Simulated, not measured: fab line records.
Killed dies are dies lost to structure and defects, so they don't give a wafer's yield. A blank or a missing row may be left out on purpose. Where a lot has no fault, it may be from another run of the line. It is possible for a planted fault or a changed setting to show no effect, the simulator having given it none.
Which tool did it? :: flow nand harc :: Sampling: 14 lots, 42 wafers, 6 of 1159 route steps

== WHAT THE GAUGES READ, wafer by wafer ==
NHARC_A_ZERO_WELL_CD_MEAS_10: the cd target is 2000 nm.
lot: L567
measured: day 6 03:07
on: cd sem-01
cd nm (nm): 2002.3 1995.5 1997.5

lot: L568
measured: day 6 12:30
on: cd sem-03
cd nm (nm): 2001.3 2000.2 2000.4

lot: L569
measured: day 7 09:12
on: cd sem-01
cd nm (nm): 1998.6 2000.3 2002.6

lot: L570
measured: day 7 10:43
on: cd sem-03
cd nm (nm): 1995.2 1996.4 1999.0

lot: L572
measured: day 7 11:26
on: cd sem-02
cd nm (nm): 2001.4 2002.9 1998.6

lot: L571
measured: day 7 18:08
on: cd sem-03
cd nm (nm): 2001.2 1998.9 2002.0

lot: L574
measured: day 8 08:10
on: cd sem-03
cd nm (nm): 2002.2 1999.0 2000.3

lot: L573
measured: day 8 08:34
on: cd sem-03
cd nm (nm): 2000.9 2001.6 1998.0

lot: L575
measured: day 8 18:58
on: cd sem-02
cd nm (nm): 1996.1 1999.3 2002.0

lot: L576
measured: day 9 00:49
on: cd sem-03
cd nm (nm): 2001.9 1998.9 1997.1

lot: L578
measured: day 10 12:58
on: cd sem-01
cd nm (nm): 2001.7 2004.8 2000.2

lot: L587
measured: day 11 05:55
on: cd sem-01
cd nm (nm): 2000.1 2000.3 1998.9

lot: L589
measured: day 11 23:34
on: cd sem-02
cd nm (nm): 2000.8 2002.6 1997.8

lot: L590
measured: day 12 09:05
on: cd sem-02
cd nm (nm): 1999.7 2001.4 2002.9

NHARC_A_ONON_D1_THK_MEAS_18: measures by ellipsometry.
lot: L567
measured: day 7 23:21
on: film metro-01
thk nm (nm): 998 996 998

lot: L568
measured: day 7 23:21
on: film metro-02
thk nm (nm): 1016 1017 1019

lot: L569
measured: day 8 17:05
on: film metro-01
thk nm (nm): 997 996 998

lot: L570
measured: day 8 17:05
on: film metro-01
thk nm (nm): 989 989 989

lot: L572
measured: day 8 17:05
on: film metro-02
thk nm (nm): 997 996 996

lot: L571
measured: day 9 02:20
on: film metro-01
thk nm (nm): 1012 1011 1013

lot: L574
measured: day 9 18:00
on: film metro-01
thk nm (nm): 995 997 997

lot: L573
measured: day 9 18:00
on: film metro-02
thk nm (nm): 1005 1006 1007

lot: L575
measured: day 10 05:07
on: film metro-01
thk nm (nm): 987 986 986

lot: L576
measured: day 10 09:42
on: film metro-02
thk nm (nm): 982 982 984

lot: L578
measured: day 11 20:09
on: film metro-01
thk nm (nm): 991 992 990

lot: L587
measured: day 12 16:47
on: film metro-02
thk nm (nm): 983 983 984

lot: L589
measured: day 13 07:33
on: film metro-02
thk nm (nm): 1015 1017 1013

lot: L590
measured: day 13 17:49
on: film metro-02
thk nm (nm): 1003 1003 1003

NHARC_A_ONON_D1_THK_MEAS_30: measures by ellipsometry.
lot: L567
measured: day 8 01:37
on: film metro-02
thk nm (nm): 980 981 980

lot: L568
measured: day 8 01:37
on: film metro-01
thk nm (nm): 983 985 984

lot: L569
measured: day 8 19:31
on: film metro-01
thk nm (nm): 1000 999 998

lot: L570
measured: day 8 19:20
on: film metro-01
thk nm (nm): 1016 1012 1012

lot: L572
measured: day 8 19:21
on: film metro-02
thk nm (nm): 1017 1014 1015

lot: L571
measured: day 9 04:35
on: film metro-01
thk nm (nm): 1015 1014 1016

lot: L574
measured: day 9 20:16
on: film metro-02
thk nm (nm): 991 990 991

lot: L573
measured: day 9 20:18
on: film metro-01
thk nm (nm): 1008 1008 1006

lot: L575
measured: day 10 07:22
on: film metro-01
thk nm (nm): 1013 1015 1014

lot: L576
measured: day 10 11:58
on: film metro-02
thk nm (nm): 756 1011 1012

lot: L578
measured: day 11 23:16
on: film metro-01
thk nm (nm): 1004 1003 747

lot: L587
measured: day 12 19:04
on: film metro-02
thk nm (nm): 988 987 989

lot: L589
measured: day 13 10:22
on: film metro-02
thk nm (nm): 1000 999 1000

lot: L590
measured: day 13 20:06
on: film metro-02
thk nm (nm): 999 999 998

NHARC_A_CHANNEL_HOLE_D1_INSPECT_12.
lot: L567
measured: day 8 05:02
on: defect inspect-02
raw defect count: 5 1 2

lot: L568
measured: day 8 04:50
on: defect inspect-01
raw defect count: 4 3 3

lot: L569
measured: day 9 02:10
on: defect inspect-02
raw defect count: 7 2 6

lot: L570
measured: day 9 01:10
on: defect inspect-02
raw defect count: 3 5 3

lot: L572
measured: day 9 01:00
on: defect inspect-01
raw defect count: 2 5 2

lot: L571
measured: day 9 09:29
on: defect inspect-01
raw defect count: 5 5 7

lot: L574
measured: day 10 00:04
on: defect inspect-01
raw defect count: 8 14 6

lot: L573
measured: day 10 00:31
on: defect inspect-01
raw defect count: 2 7 6

lot: L575
measured: day 10 11:06
on: defect inspect-02
raw defect count: 5 3 9

lot: L576
measured: day 10 15:23
on: defect inspect-02
raw defect count: 4 6

lot: L578
measured: day 12 02:38
on: defect inspect-01
raw defect count: 10 4

lot: L587
measured: day 12 22:19
on: defect inspect-02
raw defect count: 2 9 4

lot: L589
measured: day 13 16:57
on: defect inspect-01
raw defect count: 9 2 2

lot: L590
measured: day 14 01:17
on: defect inspect-01
raw defect count: 8 3 6

NHARC_END_SORT_01.
lot: L576
measured: day 21 18:05
on: prober-02
killed at array: 677 17 19
killed at other: 0 1 0
killed at periphery: 0 5 2
killed dies: 677 23 21
killed open: 8 7 7
killed short: 3 2 2

lot: L578
measured: day 23 22:22
on: prober-01
killed at array: 29 37 671
killed at other: 2 1 1
killed at periphery: 4 7 5
killed dies: 35 45 677
killed open: 2 9 2
killed short: 0 2 1

== TOOL THAT RAN EACH LOT (tool first, then ch and the chambers of the sampled wafers, then the start) ==
lot: L567
NHARC_A_ONON_D1_DEP_28: pecvd onon-03 ch 0, day 8 01:07

lot: L568
NHARC_A_ONON_D1_DEP_28: pecvd onon-02 ch 0, day 8 01:06

lot: L569
NHARC_A_ONON_D1_DEP_28: pecvd onon-01 ch 0, day 8 19:01

lot: L570
NHARC_A_ONON_D1_DEP_28: pecvd onon-03 ch 0, day 8 18:50

lot: L572
NHARC_A_ONON_D1_DEP_28: pecvd onon-02 ch 0, day 8 18:54

lot: L571
NHARC_A_ONON_D1_DEP_28: pecvd onon-02 ch 0, day 9 04:12

lot: L574
NHARC_A_ONON_D1_DEP_28: pecvd onon-01 ch 0, day 9 19:52

lot: L573
NHARC_A_ONON_D1_DEP_28: pecvd onon-03 ch 0, day 9 19:50

lot: L575
NHARC_A_ONON_D1_DEP_28: pecvd onon-01 ch 0, day 10 06:52

lot: L576
NHARC_A_ONON_D1_DEP_28: pecvd onon-01 ch 0, day 10 11:27

lot: L578
NHARC_A_ONON_D1_DEP_28: pecvd onon-01 ch 0, day 11 22:48

lot: L587
NHARC_A_ONON_D1_DEP_28: pecvd onon-03 ch 0, day 12 18:33

lot: L589
NHARC_A_ONON_D1_DEP_28: pecvd onon-03 ch 0, day 13 09:50

lot: L590
NHARC_A_ONON_D1_DEP_28: pecvd onon-02 ch 0, day 13 19:35
- NHARC_A_ONON_D1_DEP_28: target thk 1000 nm.

== AS READ BY THE TOOLS THEMSELVES (means over the sampled wafers that have a number; for cases with no such wafer, the mark the record gives instead) ==
NHARC_A_ONON_D1_DEP_28.
lot: L567
tool: pecvd onon-03
n2o flow sccm (sccm): 2005

lot: L568
tool: pecvd onon-02
n2o flow sccm (sccm): 1997

lot: L569
tool: pecvd onon-01
n2o flow sccm (sccm): 1998

lot: L570
tool: pecvd onon-03
n2o flow sccm (sccm): 2000

lot: L572
tool: pecvd onon-02
n2o flow sccm (sccm): 2000

lot: L571
tool: pecvd onon-02
n2o flow sccm (sccm): 2001

lot: L574
tool: pecvd onon-01
n2o flow sccm (sccm): 2006

lot: L573
tool: pecvd onon-03
n2o flow sccm (sccm): 1989

lot: L575
tool: pecvd onon-01
n2o flow sccm (sccm): 2013

lot: L576
tool: pecvd onon-01
n2o flow sccm (sccm): 2006

lot: L578
tool: pecvd onon-01
n2o flow sccm (sccm): 1997

lot: L587
tool: pecvd onon-03
n2o flow sccm (sccm): 2002

lot: L589
tool: pecvd onon-03
n2o flow sccm (sccm): 1998

lot: L590
tool: pecvd onon-02
n2o flow sccm (sccm): 2004

== THE ANSWER, worked out from the rows above alone ==
Rule: usual is defined by the lots themselves. Put in order of their means at a reading, lots are off if they are a third of the lots or fewer, leave a main group of 4 or more, and stand apart from it by a gap of 3 or more times the standard deviation of the main group's means; of several such gaps the widest counts. The tables above print the reading to a certain number of digits; a main group whose means all agree to those digits is not used. A lot without any number at a reading at which 4 lots or more have one is off too. Where the step has rows for the other lots, those lots are counted as sound. Order of review: gauges by route order, followed by the tools' own readings, for which a lot's mean as printed above is used. The first step at which some lot is off is used, and at that step the reading that is off furthest; a lot without a number counts as furthest.
Off, at NHARC_A_ONON_D1_THK_MEAS_30 on thk nm: L576, L578. For the main group the mean is 1000 nm and the standard deviation 12.
A tool fits if, at a process step before that reading, it ran every lot that is off, and no sound lot after the first of them. Gauges at NHARC_A_ONON_D1_THK_MEAS_30: tried the same way as those tools. One fits: NHARC_A_ONON_D1_DEP_28 on pecvd onon-01. A fault onset in the window from L575 (day 10 06:52, its last sound lot) to L576 (day 10 11:27, its first lot off) fits.

== WHAT WAS PUT IN BY THE SIMULATOR ==
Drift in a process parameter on pecvd onon-01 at NHARC_A_ONON_D1_DEP_28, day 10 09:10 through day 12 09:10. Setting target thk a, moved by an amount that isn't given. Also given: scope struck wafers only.
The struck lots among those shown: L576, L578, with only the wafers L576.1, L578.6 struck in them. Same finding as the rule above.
